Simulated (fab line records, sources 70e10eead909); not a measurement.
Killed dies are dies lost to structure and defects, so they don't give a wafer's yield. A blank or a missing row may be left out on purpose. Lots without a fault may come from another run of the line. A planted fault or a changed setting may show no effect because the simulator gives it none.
fab line records | flow nand_harc
record lots=20 wafers=60 last_day=24
route steps=1159 shown A_STAIRCASE@531
lots that met no fault: from a run of the same line without faults
start_h: hours from the record's first day to the start of the lot's first wafer shown | wait_h: hours since the lot's step before | " the same as in the row above | L1.1+2: a row that stands for several wafers | - no value, or no start given | * or withheld: withheld | < > ~ a bound
route shown NAME@n: a module of which the file shows steps, and the number in the route of the first | usual: mean/standard deviation of fault-free wafers | same: alike in all rows | chamber/n: place in a boat | sites: the reading at each site | _std_site: their standard deviation | _edge_site: outer sites' mean less inner sites' | radius_mm: how far each site lies from the wafer's centre | mask NAME#n: copy n | behind: the tool/chamber that last shaped the wafer | hold: why the lot was held/for how many hours/how that ended | device: the transistor (n, p or np) that didn't switch | end of line: the same wafers' tests at the end of the route | a step without rows: its recipe alone | killed: dies lost to structure and defects at the first sort, not the wafer's yield | map: a wafer's dies, x killed, . not, _ none there
set.NAME: the setting as run; set.NAME@STEP: as run at that earlier step | model.NAME: the simulator's own value behind a step, which no gauge read
steps of the route over a sample of lots; a table a step, a row a wafer
services: from which hour (start_h, from the record's first day; less than 0 if before it) a tool's chamber was out of use, for how many hours, and why
## steps
# step NHARC_A_STAIRCASE_ETCH_169
# recipe target_depth_a=500 time_s=107.1 ion_energy_ev=120 ch3f_flow_sccm=50 o2_flow_sccm=30 ar_flow_sccm=200 rf_w=500 bias_w=100 chemistry=CH3F/O2
# usual drypump_motor_current_A=5.8/0.43 o2_flow_sccm=30.00/0.092 oes_product_au=0.955/0.021 rf_fwd_power_W=496.9/1.8 rf_vpp_V=244.3/1.7 showerhead_plenum_p_Torr=2.45/0.12 throttle_valve_pct=20.663/0.0094
# columns lot.wafer tool chamber start_h wait_h drypump_motor_current_A o2_flow_sccm oes_product_au rf_fwd_power_W rf_hours_counter_h rf_vpp_V showerhead_plenum_p_Torr throttle_valve_pct
L075.2 rie_diel-11 0 226.80 0.1 6.0 30.03 0.950 492.5 13 244.7 2.49 20.662
L075.4 " 0 " " 6.1 30.00 0.940 493.7 - 245.4 2.49 20.653
L075.5 " 3 " " 5.9 30.09 0.947 497.5 - 242.9 2.44 20.676
L074.4 rie_diel-13 1 231.28 0.1 5.6 30.02 0.930 494.9 54 243.4 2.40 20.654
L074.2 " 2 " " 5.4 30.05 0.967 494.5 52 246.9 2.58 20.664
L074.5 " 0 " " 5.3 29.97 0.998 494.6 - 241.3 2.28 20.664
L077.1 rie_diel-13 1 246.68 0.1 5.6 29.99 0.938 498.6 60 243.3 2.40 20.680
L077.4 " 2 " " 5.4 29.79 0.980 497.8 57 247.4 2.58 20.684
L077.6 " 1 " " 5.6 29.90 0.943 498.3 - 243.1 2.40 20.667
L076.2 rie_diel-11 0 247.01 0.1 6.1 30.06 0.954 498.6 22 244.9 2.49 20.656
L076.1 " 1 " " 5.2 30.00 0.925 496.2 22 241.3 2.32 20.671
L076.5 " 0 " " 6.1 30.18 0.953 498.3 - 244.7 2.49 20.657
L079.4 rie_diel-10 2 266.71 0.1 5.6 30.10 0.973 495.8 37 242.8 2.38 20.659
L079.6 " 3 " " 6.0 30.08 0.972 495.5 - 245.4 2.52 20.671
L079.5 " 0 " " 6.3 29.89 0.974 495.6 - 245.2 2.60 20.672
L080.4 rie_diel-10 1 267.13 0.1 6.3 29.90 0.981 499.6 39 243.3 2.27 20.651
L080.3 " 2 " " 5.5 29.93 0.986 498.7 37 243.6 2.38 20.659
L080.5 " 0 " " 6.3 29.87 0.957 498.5 - 246.0 2.60 20.656
L083.2 rie_diel-10 0 275.41 0.1 6.2 29.91 0.968 499.6 9 245.9 2.60 20.654
L083.3 " 1 " " 6.3 29.80 0.983 499.5 42 242.6 2.27 20.658
L083.1 " 3 " " 6.0 30.04 0.949 495.2 43 246.2 2.52 20.664
L081.3 rie_diel-10 0 279.93 0.3 6.3 30.03 0.920 498.9 11 246.5 2.60 20.660
L081.2 " 2 " " 5.6 30.16 0.942 496.3 41 243.1 2.38 20.670
L081.5 " 0 " " 6.3 30.06 0.929 499.3 - 245.8 2.60 20.644
L084.1 rie_diel-10 1 288.72 0.1 6.3 30.13 0.931 500.6 49 241.4 2.27 20.661
L084.2 " 2 " " 5.6 30.05 0.952 495.9 45 243.6 2.38 20.646
L084.3 " 0 " " 6.3 29.93 0.947 496.3 15 245.8 2.60 20.669
L085.2 rie_diel-13 1 288.82 0.1 5.6 29.94 0.967 495.2 1 244.3 2.39 20.660
L085.1 " 0 " " 5.2 30.01 0.987 496.5 1 247.9 2.66 20.662
L085.6 " 2 " " 5.4 30.03 0.938 497.1 - 245.9 2.57 20.675
L088.4 rie_diel-10 3 311.29 0.1 6.0 30.01 0.922 498.9 57 246.2 2.52 20.679
L088.1 " 0 " " 6.3 29.99 0.929 497.7 23 246.2 2.60 20.662
L088.2 " 1 " " 6.3 30.03 0.925 495.4 56 242.0 2.27 20.665
L086.1 rie_diel-10 0 311.72 0.1 6.3 30.06 0.963 496.8 23 245.9 2.60 20.652
L086.3 " 2 " " 5.6 30.08 0.958 496.0 54 244.5 2.38 20.655
L086.6 " 3 " " 6.0 30.07 0.947 495.4 - 244.2 2.52 20.662
L090.3 rie_diel-10 2 324.58 0.1 5.6 30.15 0.975 494.9 60 243.6 2.38 20.657
L090.4 " 3 " " 6.0 30.06 0.963 494.5 63 245.3 2.51 20.645
L090.2 " 0 " " 6.3 30.13 0.956 497.9 28 245.5 2.60 20.657
L089.1 rie_diel-13 0 324.76 0.1 5.3 30.00 0.988 499.2 14 246.4 2.66 20.659
L089.2 " 3 " " 4.9 29.93 0.975 494.1 15 243.4 2.31 20.650
L089.5 " 1 " " 5.6 29.83 0.977 498.2 - 243.3 2.39 20.672
L091.1 rie_diel-11 3 338.04 0.1 5.9 30.03 0.934 499.6 55 243.5 2.42 20.673
L091.2 " 0 " " 6.0 30.00 0.925 497.1 57 243.6 2.48 20.657
L091.6 " 0 " " 6.1 29.88 0.926 495.1 - 244.7 2.48 20.673
L092.3 rie_diel-10 3 338.21 0.1 6.0 29.98 0.923 497.1 67 245.8 2.51 20.686
L092.1 " 0 " " 6.3 29.98 0.925 497.3 31 245.9 2.59 20.666
L092.5 " 0 " " 6.3 30.06 0.931 497.1 - 245.9 2.59 20.661
L093.3 rie_diel-10 3 343.61 0.1 6.0 29.75 0.933 494.3 68 244.7 2.51 20.668
L093.5 " 2 " " 5.6 29.92 0.939 496.9 - 243.8 2.37 20.659
L093.6 " 3 " " 6.0 29.86 0.931 493.3 - 244.9 2.51 20.671
L094.4 rie_diel-10 3 365.91 0.1 6.0 29.86 0.992 492.9 1 246.1 2.51 20.667
L094.2 " 0 " " 6.3 29.98 0.982 500.0 1 245.8 2.59 20.647
L094.3 " 1 " " 6.3 30.05 0.977 496.5 1 248.7 2.66 20.656
L095.2 rie_diel-13 2 373.34 0.1 5.4 30.05 0.936 496.0 33 243.9 2.56 20.656
L095.4 " 3 " " 4.9 29.88 0.976 494.4 32 241.9 2.31 20.667
L095.5 " 1 " " 5.6 29.84 0.954 497.8 - 242.8 2.38 20.648
L096.3 rie_diel-13 1 373.51 0.1 5.6 29.97 0.938 495.4 35 242.5 2.38 20.667
L096.4 " 2 " " 5.4 30.15 0.922 495.2 34 244.6 2.56 20.662
L096.1 " 3 " " 5.0 30.06 0.963 495.9 32 242.5 2.31 20.669
# step NHARC_A_STAIRCASE_DESCUM_11
# recipe time_s=3 o2_flow_sccm=200 ar_flow_sccm=0 bias_power_w=0 chemistry=O2
# usual drypump_motor_current_A=5.8/0.47 o2_flow_sccm=200.0/0.64 oes_product_au=1.000/0.015 rf_vpp_V=57.7/0.9 showerhead_plenum_p_Torr=1.90/0.093 throttle_valve_pct=11.311/0.0096
# columns lot.wafer tool chamber start_h wait_h drypump_motor_current_A o2_flow_sccm oes_product_au rf_hours_counter_h rf_vpp_V showerhead_plenum_p_Torr throttle_valve_pct
L075.2 rie_diel-10 1 228.90 - 6.3 200.2 0.997 22 56.7 1.77 11.313
L075.4 " 3 " " 6.0 200.4 0.997 - 58.9 1.97 11.298
L075.5 " 1 " " 6.3 199.9 1.006 - 58.0 1.77 11.309
L074.4 rie_diel-13 0 233.38 - 5.2 200.8 1.043 54 56.9 1.77 11.300
L074.2 " 3 " " 4.9 199.7 1.008 47 55.6 1.81 11.304
L074.5 " 1 " " 5.6 198.3 0.986 - 56.1 1.86 11.304
L077.1 rie_diel-11 3 248.58 - 5.9 200.1 1.009 22 59.5 1.89 11.314
L077.4 " 3 " " 5.9 200.2 1.000 - 57.1 1.89 11.309
L077.6 " 1 " " 5.2 200.1 0.967 - 56.7 1.80 11.299
L076.1 rie_diel-10 2 249.45 - 5.6 199.6 1.005 29 58.9 1.86 11.310
L076.2 " 3 " " 6.0 199.7 0.985 32 58.1 1.97 11.314
L076.5 " 3 " " 6.0 199.4 0.995 - 58.3 1.97 11.306
L079.4 rie_diel-13 0 268.47 - 5.3 199.3 1.048 66 57.9 1.76 11.314
L079.6 " 3 " " 4.9 200.9 1.009 - 55.3 1.80 11.315
L079.5 " 0 " " 5.3 198.9 1.039 - 58.0 1.76 11.312
L080.3 rie_diel-10 0 268.88 - 6.3 199.7 1.005 6 57.7 2.03 11.314
L080.4 " 1 " " 6.3 200.0 1.007 39 58.0 1.76 11.318
L080.5 " 0 " " 6.3 200.6 0.989 - 58.3 2.03 11.304
L083.1 rie_diel-10 0 277.89 - 6.3 199.5 1.000 10 60.1 2.03 11.332
L083.2 " 1 " " 6.3 201.2 0.996 43 57.4 1.76 11.317
L083.3 " 2 " " 5.6 200.4 1.015 40 57.4 1.85 11.321
L081.3 rie_diel-11 0 281.84 - 6.1 199.6 0.997 35 58.3 1.94 11.337
L081.2 " 2 " " 6.5 200.3 0.999 10 55.9 1.94 11.317
L081.5 " 0 " " 6.1 200.4 1.008 - 57.1 1.94 11.309
L085.1 rie_diel-11 0 290.49 - 6.1 200.6 1.005 40 59.6 1.93 11.311
L085.2 " 1 " " 5.2 199.9 0.973 41 56.9 1.79 11.314
L085.6 " 3 " " 5.9 199.8 1.009 - 57.5 1.89 11.317
L084.2 rie_diel-13 2 291.84 - 5.4 199.5 0.986 3 57.5 2.00 11.317
L084.1 " 3 " " 4.9 199.4 1.009 3 56.3 1.80 11.295
L084.3 " 0 " " 5.3 200.7 1.016 3 56.9 2.08 11.293
L088.4 rie_diel-11 1 312.90 - 5.2 200.3 0.978 47 57.3 1.79 11.323
L088.2 " 2 " " 6.5 200.8 0.978 21 57.0 1.94 11.323
L088.1 " 3 " " 5.9 200.5 1.001 45 57.9 1.89 11.297
L086.1 rie_diel-10 1 313.49 - 6.3 200.7 1.004 56 58.0 1.76 11.322
L086.3 " 2 " " 5.6 199.4 0.999 54 57.7 1.85 11.302
L086.6 " 0 " " 6.2 199.4 1.002 - 58.6 2.03 11.302
L090.4 rie_diel-11 3 326.20 - 5.9 199.5 1.002 49 57.6 1.88 11.291
L090.2 " 0 " " 6.1 199.7 0.998 51 58.0 1.93 11.324
L090.3 " 2 " " 6.5 199.1 0.995 26 59.1 1.93 11.311
L089.2 rie_diel-10 0 326.50 - 6.3 200.0 1.000 28 58.5 2.02 11.309
L089.1 " 1 " " 6.3 201.5 0.996 61 57.2 1.76 11.320
L089.5 " 1 " " 6.3 200.8 1.001 - 58.2 1.76 11.325
L091.2 rie_diel-10 0 339.68 - 6.3 199.9 1.006 31 58.3 2.02 11.321
L091.1 " 2 " " 5.6 199.9 1.005 64 56.2 1.85 11.316
L091.6 " 2 " " 5.6 199.2 1.007 - 57.8 1.85 11.318
L092.3 rie_diel-10 0 340.00 - 6.2 200.3 0.993 31 57.4 2.02 11.311
L092.1 " 2 " " 5.6 201.1 1.006 64 58.5 1.85 11.317
L092.5 " 0 " " 6.3 199.8 1.004 - 58.8 2.02 11.306
L093.3 rie_diel-13 2 345.36 - 5.4 199.9 0.995 22 59.3 2.00 11.322
L093.5 " 0 " " 5.3 199.7 1.012 - 57.9 2.07 11.308
L093.6 " 1 " " 5.6 199.8 0.997 - 58.0 1.85 11.310
L094.2 rie_diel-13 0 368.16 - 5.2 199.6 1.028 31 58.3 2.07 11.322
L094.4 " 1 " " 5.5 201.6 0.996 33 56.8 1.85 11.297
L094.3 " 2 " " 5.4 200.0 0.991 32 58.8 1.99 11.297
L095.4 rie_diel-13 3 375.10 - 5.0 199.7 1.016 33 56.7 1.79 11.317
L095.2 " 0 " " 5.2 200.1 1.005 34 57.4 2.06 11.305
L095.5 " 2 " " 5.4 200.7 0.987 - 57.3 1.99 11.300
L096.1 rie_diel-10 1 375.26 - 6.3 200.1 0.996 4 58.7 2.07 11.304
L096.3 " 2 " " 5.6 199.1 1.014 4 57.2 1.84 11.310
L096.4 " 2 " " 5.6 199.7 1.014 - 57.7 1.84 11.293
# step NHARC_A_STAIRCASE_ETCH_15
# recipe target_depth_a=1000 time_s=40.5 ion_energy_ev=400 c4f8_flow_sccm=20 o2_flow_sccm=10 ar_flow_sccm=withheld rf_w=600 bias_w=1000 chemistry=C4F8/O2
# usual oes_product_au=0.941/0.015 rf_fwd_power_W=592.6/2.8 rf_vpp_V=895/5.8
# columns lot.wafer tool chamber start_h wait_h oes_product_au rf_fwd_power_W rf_hours_counter_h rf_vpp_V
L075.2 rie_diel-10 3 - - 0.932 586.6 22 900
L075.4 " 3 " " 0.941 588.4 - 899
L075.5 " 1 " " 0.939 591.0 - 888
L074.2 rie_diel-13 2 - - 0.961 592.7 53 904
L074.4 " 3 " " 0.957 595.9 47 889
L074.5 " 1 " " 0.929 593.5 - 893
L077.1 rie_diel-11 1 - - 0.907 593.6 22 890
L077.4 " 0 " " 0.926 592.7 - 899
L077.6 " 1 " " 0.911 593.5 - 890
L076.2 rie_diel-10 3 - - 0.929 586.8 33 900
L076.1 " 1 " " 0.936 593.3 32 887
L076.5 " 1 " " 0.940 593.5 - 886
L079.4 rie_diel-13 0 - - 0.995 593.6 66 886
L079.5 " 1 " " 0.948 593.4 - 892
L079.6 " 2 " " 0.948 592.5 - 903
L080.3 rie_diel-10 2 - - 0.950 590.4 37 892
L080.4 " 3 " " 0.934 588.2 40 899
L080.5 " 1 " " 0.941 593.0 - 886
L083.2 rie_diel-10 2 - - 0.938 595.5 40 892
L083.1 " 0 " " 0.929 594.2 10 904
L083.3 " 1 " " 0.931 590.8 43 887
L081.2 rie_diel-11 2 - - 0.942 593.2 10 898
L081.3 " 3 " " 0.945 592.0 34 894
L081.5 " 2 " " 0.934 591.5 - 898
L085.2 rie_diel-11 2 - - 0.933 591.7 15 899
L085.1 " 0 " " 0.939 590.0 41 898
L085.6 " 2 " " 0.933 589.3 - 898
L084.2 rie_diel-13 1 - - 0.943 593.1 3 893
L084.3 " 3 " " 0.969 594.2 3 888
L084.1 " 0 " " 0.974 590.9 3 906
L088.1 rie_diel-11 1 - - 0.934 591.2 48 887
L088.4 " 2 " " 0.941 592.9 21 898
L088.2 " 0 " " 0.936 587.5 46 897
L086.3 rie_diel-10 3 - - 0.923 584.8 59 898
L086.1 " 1 " " 0.948 596.0 58 886
L086.6 " 3 " " 0.926 586.2 - 897
L090.4 rie_diel-11 2 - - 0.944 591.2 26 897
L090.2 " 0 " " 0.962 590.6 51 896
L090.3 " 1 " " 0.912 593.6 52 888
L089.1 rie_diel-10 0 - - 0.951 596.0 28 903
L089.2 " 1 " " 0.940 595.9 61 886
L089.5 " 0 " " 0.956 595.2 - 904
L091.1 rie_diel-10 3 - - 0.930 584.9 67 897
L091.2 " 0 " " 0.933 595.9 32 903
L091.6 " 0 " " 0.933 596.3 - 903
L092.1 rie_diel-10 0 - - 0.944 594.8 32 903
L092.3 " 2 " " 0.943 594.0 64 892
L092.5 " 0 " " 0.936 596.2 - 902
L093.3 rie_diel-13 1 - - 0.926 592.8 23 891
L093.5 " 0 " " 0.949 591.5 - 907
L093.6 " 1 " " 0.931 595.5 - 893
L094.4 rie_diel-13 1 - - 0.947 595.0 33 892
L094.3 " 3 " " 0.962 595.2 31 889
L094.2 " 0 " " 0.975 590.2 32 906
L096.1 rie_diel-10 0 - - 0.929 592.7 5 902
L096.3 " 1 " " 0.945 592.4 5 906
L096.4 " 0 " " 0.934 590.6 - 904
L095.2 rie_diel-13 2 - - 0.933 592.4 34 900
L095.4 " 0 " " 0.968 591.3 34 903
L095.5 " 3 " " 0.963 593.3 - 888
# step NHARC_A_STAIRCASE_TRIM_20
# recipe time_s=211.2 o2_flow_sccm=500 ar_flow_sccm=0 bias_w=0 chemistry=O2
# usual drypump_motor_current_A=5.7/0.48 o2_flow_sccm=500.0/1.6 oes_product_au=1.000/0.016 rf_vpp_V=57.7/0.8 showerhead_plenum_p_Torr=3.50/0.15 throttle_valve_pct=17.036/0.0094
# columns lot.wafer tool chamber start_h wait_h drypump_motor_current_A o2_flow_sccm oes_product_au rf_hours_counter_h rf_vpp_V showerhead_plenum_p_Torr throttle_valve_pct
L075.2 rie_diel-11 3 230.41 0.1 5.9 499.3 1.011 14 57.5 3.50 17.032
L075.5 " 3 " " 5.9 498.4 1.000 - 56.8 3.50 17.028
L075.4 " 1 " " 5.2 499.4 0.972 - 57.9 3.34 17.038
L074.4 rie_diel-13 1 234.68 0.1 5.6 498.9 0.989 55 57.5 3.45 17.027
L074.2 " 0 " " 5.3 500.3 1.043 54 57.1 3.28 17.049
L074.5 " 2 " " 5.4 501.8 1.020 - 57.0 3.69 17.056
L077.1 rie_diel-11 0 249.90 0.1 6.1 501.6 0.996 22 57.6 3.57 17.040
L077.4 " 3 " " 5.9 501.8 0.999 - 56.9 3.49 17.032
L077.6 " 1 " " 5.2 500.2 0.969 - 55.7 3.33 17.039
L076.1 rie_diel-11 1 251.63 0.1 5.2 504.5 0.969 23 56.9 3.33 17.024
L076.2 " 3 " " 5.9 500.1 1.005 23 57.2 3.49 17.030
L076.5 " 0 " " 6.1 498.0 0.994 - 56.3 3.57 17.053
L079.4 rie_diel-11 1 269.64 0.1 5.2 499.5 0.970 31 57.0 3.33 17.030
L079.6 " 2 " " 6.5 501.8 1.005 - 58.5 3.58 17.061
L079.5 " 3 " " 5.9 498.6 1.007 - 58.0 3.49 17.041
L080.3 rie_diel-13 1 270.61 0.1 5.6 498.6 0.990 68 58.1 3.44 17.045
L080.4 " 3 " " 5.0 500.0 1.006 60 56.6 3.34 17.054
L080.5 " 0 " " 5.2 498.6 1.032 - 59.0 3.27 17.024
L083.1 rie_diel-11 2 279.26 0.1 6.5 502.0 0.988 8 57.8 3.57 17.033
L083.3 " 0 " " 6.1 500.3 1.000 34 58.7 3.57 17.037
L083.2 " 1 " " 5.2 501.1 0.973 34 56.1 3.33 17.040
L081.3 rie_diel-11 3 284.66 0.2 5.9 501.1 1.005 35 57.7 3.49 17.024
L081.2 " 1 " " 5.2 499.6 0.974 38 58.3 3.33 17.049
L081.5 " 2 " " 6.5 496.2 0.989 - 58.5 3.57 17.048
L085.1 rie_diel-10 3 291.82 0.1 6.0 498.9 0.991 50 58.6 3.61 17.043
L085.2 " 0 " " 6.3 499.9 1.006 17 58.5 3.72 17.039
L085.6 " 0 " " 6.3 501.0 1.000 - 57.2 3.72 17.045
L084.1 rie_diel-13 0 293.05 0.1 5.3 498.8 1.020 3 58.6 3.81 17.043
L084.3 " 2 " " 5.4 498.9 0.983 3 57.6 3.68 17.040
L084.2 " 3 " " 5.0 501.7 1.020 3 57.7 3.33 17.042
L088.1 rie_diel-11 2 314.01 0.1 6.5 505.1 0.995 22 58.8 3.57 17.023
L088.2 " 0 " " 6.1 497.9 1.001 47 58.1 3.56 17.046
L088.4 " 1 " " 5.2 500.3 0.979 48 57.7 3.32 17.038
L086.1 rie_diel-10 0 316.02 0.1 6.3 500.4 0.998 25 58.9 3.72 17.049
L086.3 " 1 " " 6.3 499.8 0.999 58 55.9 3.26 17.037
L086.6 " 3 " " 6.0 499.0 1.000 - 57.7 3.61 17.038
L090.3 rie_diel-13 3 327.33 0.1 5.0 500.8 1.017 15 56.4 3.33 17.044
L090.4 " 0 " " 5.3 499.0 1.036 15 57.6 3.80 17.021
L090.2 " 1 " " 5.6 501.4 0.996 15 56.4 3.43 17.022
L089.1 rie_diel-11 2 327.63 0.1 6.5 502.3 0.997 26 57.8 3.56 17.036
L089.2 " 3 " " 5.9 501.4 1.015 50 57.0 3.48 17.036
L089.5 " 1 " " 5.2 499.5 0.981 - 57.0 3.32 17.040
L091.2 rie_diel-13 0 341.27 0.1 5.2 498.3 1.020 22 58.0 3.80 17.033
L091.1 " 2 " " 5.4 500.9 1.000 20 56.4 3.67 17.032
L091.6 " 3 " " 5.0 499.3 1.012 - 57.9 3.33 17.021
L092.1 rie_diel-11 3 341.47 0.1 5.9 498.9 1.004 57 56.7 3.47 17.029
L092.3 " 2 " " 6.5 498.1 0.993 34 57.8 3.56 17.035
L092.5 " 3 " " 5.9 499.3 1.004 - 57.8 3.47 17.027
L093.3 rie_diel-11 0 348.24 0.1 6.1 497.3 1.001 60 58.9 3.55 17.043
L093.5 " 1 " " 5.2 499.1 0.973 - 57.9 3.31 17.041
L093.6 " 2 " " 6.5 500.8 0.989 - 58.1 3.56 17.044
L094.3 rie_diel-13 3 369.37 0.1 5.0 499.0 1.023 31 57.7 3.32 17.029
L094.4 " 0 " " 5.2 498.9 1.026 32 57.8 3.79 17.036
L094.2 " 1 " " 5.6 502.0 0.993 33 56.8 3.42 17.035
L096.1 rie_diel-10 0 376.72 0.1 6.3 499.8 0.998 5 58.5 3.71 17.050
L096.3 " 2 " " 5.5 501.5 1.012 4 58.0 3.41 17.023
L096.4 " 0 " " 6.3 500.3 0.987 - 59.0 3.71 17.032
L095.2 rie_diel-13 2 376.74 0.1 5.4 499.1 0.992 35 57.2 3.67 17.040
L095.4 " 3 " " 5.0 501.2 1.020 33 57.1 3.32 17.025
L095.5 " 1 " " 5.6 498.1 1.005 - 58.1 3.42 17.038
# step NHARC_A_STAIRCASE_ETCH_188
# recipe target_depth_a=1000 time_s=40.5 ion_energy_ev=400 c4f8_flow_sccm=20 o2_flow_sccm=10 ar_flow_sccm=withheld rf_w=600 bias_w=1000 chemistry=C4F8/O2
# usual oes_product_au=0.939/0.017 rf_fwd_power_W=592.4/2.9 rf_vpp_V=895/6.4
# columns lot.wafer tool chamber start_h wait_h oes_product_au rf_fwd_power_W rf_hours_counter_h rf_vpp_V
L075.2 rie_diel-11 1 - - 0.909 592.2 18 888
L075.4 " 0 " " 0.933 590.3 - 896
L075.5 " 1 " " 0.904 594.5 - 890
L074.4 rie_diel-13 2 - - 0.943 591.5 54 900
L074.2 " 0 " " 0.971 591.0 56 887
L074.5 " 2 " " 0.944 594.3 - 903
L077.1 rie_diel-13 0 - - 0.990 593.6 61 885
L077.4 " 2 " " 0.968 594.5 60 902
L077.6 " 1 " " 0.940 592.3 - 894
L076.2 rie_diel-13 3 - - 0.938 592.9 54 888
L076.1 " 0 " " 0.965 591.1 62 886
L076.5 " 3 " " 0.936 590.5 - 889
L079.4 rie_diel-10 2 - - 0.975 593.4 38 891
L079.6 " 1 " " 0.955 597.9 - 886
L079.5 " 2 " " 0.972 593.7 - 894
L080.4 rie_diel-10 1 - - 0.946 592.5 42 887
L080.3 " 3 " " 0.947 588.8 42 898
L080.5 " 1 " " 0.955 591.4 - 887
L083.1 rie_diel-10 3 - - 0.932 586.9 47 899
L083.2 " 1 " " 0.930 592.3 49 887
L083.3 " 2 " " 0.940 594.5 44 891
L081.2 rie_diel-13 2 - - 0.927 591.9 1 902
L081.3 " 3 " " 0.955 595.9 1 888
L081.5 " 2 " " 0.933 592.3 - 902
L085.2 rie_diel-11 3 - - 0.942 597.0 41 895
L085.1 " 2 " " 0.934 591.6 17 899
L085.6 " 0 " " 0.923 591.5 - 898
L084.3 rie_diel-13 3 - - 0.951 593.3 6 890
L084.2 " 0 " " 0.955 591.1 5 905
L084.1 " 1 " " 0.943 597.0 5 893
L088.2 rie_diel-13 3 - - 0.954 593.4 12 889
L088.4 " 0 " " 0.957 594.2 10 907
L088.1 " 1 " " 0.924 592.6 10 893
L086.3 rie_diel-10 2 - - 0.928 596.4 58 890
L086.1 " 3 " " 0.912 587.7 62 899
L086.6 " 0 " " 0.923 592.2 - 903
L090.4 rie_diel-10 2 - - 0.939 595.1 61 891
L090.3 " 3 " " 0.922 583.8 65 901
L090.2 " 0 " " 0.934 594.7 29 903
L089.2 rie_diel-13 1 - - 0.947 594.6 16 891
L089.1 " 2 " " 0.938 593.5 17 901
L089.5 " 3 " " 0.961 594.9 - 888
L091.1 rie_diel-13 0 - - 0.961 591.4 23 906
L091.2 " 1 " " 0.923 592.5 22 892
L091.6 " 0 " " 0.953 592.7 - 905
L092.1 rie_diel-10 0 - - 0.924 597.1 33 903
L092.3 " 1 " " 0.925 593.2 64 905
L092.5 " 1 " " 0.920 594.2 - 905
L093.3 rie_diel-13 3 - - 0.945 592.0 25 888
L093.5 " 1 " " 0.932 594.2 - 892
L093.6 " 2 " " 0.929 593.2 - 901
L094.3 rie_diel-10 2 - - 0.943 594.8 2 892
L094.2 " 3 " " 0.938 587.4 2 897
L094.4 " 0 " " 0.926 596.1 3 902
L095.2 rie_diel-13 2 - - 0.915 593.4 37 900
L095.4 " 1 " " 0.917 590.4 38 891
L095.5 " 3 " " 0.942 594.5 - 887
L096.1 rie_diel-13 1 - - 0.927 590.6 38 892
L096.4 " 2 " " 0.918 589.8 37 901
L096.3 " 3 " " 0.947 592.8 35 888
# step NHARC_A_STAIRCASE_ETCH_192
# recipe target_depth_a=1000 time_s=40.5 ion_energy_ev=400 c4f8_flow_sccm=20 o2_flow_sccm=10 ar_flow_sccm=withheld rf_w=600 bias_w=1000 chemistry=C4F8/O2
# usual oes_product_au=0.943/0.016 rf_fwd_power_W=592.6/2.8 rf_vpp_V=896/6.4
# columns lot.wafer tool chamber start_h wait_h oes_product_au rf_fwd_power_W rf_hours_counter_h rf_vpp_V
L075.2 rie_diel-11 3 - - 0.939 593.7 18 896
L075.4 " 3 " " 0.934 596.2 - 895
L075.5 " 0 " " 0.944 590.9 - 897
L074.2 rie_diel-13 1 - - 0.916 593.3 57 893
L074.4 " 3 " " 0.931 590.8 49 890
L074.5 " 2 " " 0.945 590.2 - 902
L077.4 rie_diel-13 0 - - 0.982 590.3 61 886
L077.1 " 2 " " 0.961 591.6 60 902
L077.6 " 3 " " 0.953 592.8 - 889
L076.2 rie_diel-13 2 - - 0.951 593.5 63 902
L076.1 " 0 " " 0.972 590.8 63 887
L076.5 " 1 " " 0.932 592.4 - 891
L079.4 rie_diel-10 2 - - 0.963 596.8 39 893
L079.6 " 3 " " 0.941 588.5 - 898
L079.5 " 0 " " 0.939 594.1 - 904
L080.4 rie_diel-10 0 - - 0.936 597.4 9 902
L080.3 " 1 " " 0.938 592.8 42 885
L080.5 " 0 " " 0.937 595.2 - 902
L083.1 rie_diel-10 1 - - 0.916 592.1 49 886
L083.3 " 2 " " 0.928 592.0 45 891
L083.2 " 0 " " 0.925 596.3 15 903
L081.3 rie_diel-13 2 - - 0.928 593.3 1 902
L081.2 " 3 " " 0.939 592.4 1 889
L081.5 " 2 " " 0.916 593.4 - 903
L085.2 rie_diel-11 0 - - 0.934 590.2 42 898
L085.1 " 1 " " 0.918 593.5 43 888
L085.6 " 3 " " 0.947 592.5 - 895
L084.3 rie_diel-13 0 - - 0.966 589.8 5 905
L084.2 " 1 " " 0.941 594.4 5 892
L084.1 " 2 " " 0.943 591.3 6 900
L088.4 rie_diel-13 0 - - 0.975 594.8 11 905
L088.1 " 1 " " 0.923 593.1 10 893
L088.2 " 3 " " 0.954 590.9 12 888
L086.1 rie_diel-10 1 - - 0.930 596.1 60 887
L086.3 " 2 " " 0.938 595.0 59 891
L086.6 " 1 " " 0.938 596.8 - 886
L090.4 rie_diel-10 3 - - 0.932 585.1 65 898
L090.2 " 0 " " 0.943 592.4 29 903
L090.3 " 1 " " 0.950 594.8 63 886
L089.1 rie_diel-13 0 - - 0.964 592.2 17 905
L089.2 " 2 " " 0.937 591.9 17 901
L089.5 " 3 " " 0.971 591.9 - 887
L092.1 rie_diel-10 0 - - 0.940 596.9 33 903
L092.3 " 1 " " 0.960 593.3 64 906
L092.5 " 0 " " 0.948 596.4 - 903
L091.2 rie_diel-13 0 - - 0.965 592.6 23 905
L091.1 " 1 " " 0.933 590.5 23 892
L091.6 " 3 " " 0.974 592.9 - 889
L093.3 rie_diel-13 2 - - 0.942 590.7 26 901
L093.5 " 1 " " 0.929 595.0 - 892
L093.6 " 2 " " 0.929 590.3 - 901
L094.4 rie_diel-10 1 - - 0.962 595.2 3 906
L094.3 " 2 " " 0.956 594.5 2 891
L094.2 " 3 " " 0.961 585.2 2 898
L095.2 rie_diel-13 2 - - 0.922 591.2 38 900
L095.4 " 3 " " 0.951 594.4 36 889
L095.5 " 1 " " 0.941 595.3 - 891
L096.1 rie_diel-13 3 - - 0.963 596.7 36 888
L096.4 " 0 " " 0.965 593.7 36 906
L096.3 " 1 " " 0.927 594.6 39 893
## services
# columns tool chamber start_h hours kind
rie_diel-13 0 206.12 - clean
rie_diel-13 1 206.12 - clean
rie_diel-13 2 206.12 - clean
rie_diel-13 3 206.12 - clean
rie_diel-10 2 206.85 1.4 repair
rie_diel-13 3 214.06 10.1 repair
rie_diel-13 0 230.62 - clean
rie_diel-13 1 230.62 - clean
rie_diel-13 2 230.62 - clean
rie_diel-13 3 230.62 - clean
rie_diel-11 - 237.80 0.4 repair
rie_diel-13 0 255.18 - clean
rie_diel-13 1 255.18 - clean
rie_diel-13 2 255.18 - clean
rie_diel-13 3 255.18 - clean
rie_diel-13 2 276.00 9.0 vent_cycle
rie_diel-13 3 276.00 9.0 vent_cycle
rie_diel-13 0 285.00 - clean
rie_diel-13 0 285.00 - consumable_replace:showerhead
rie_diel-13 1 285.00 - clean
rie_diel-10 2 344.04 9.2 repair
rie_diel-10 - 353.50 9.0 pm
rie_diel-11 - 366.65 9.0 pm
rie_diel-10 3 373.61 6.9 repair
## key
fault none
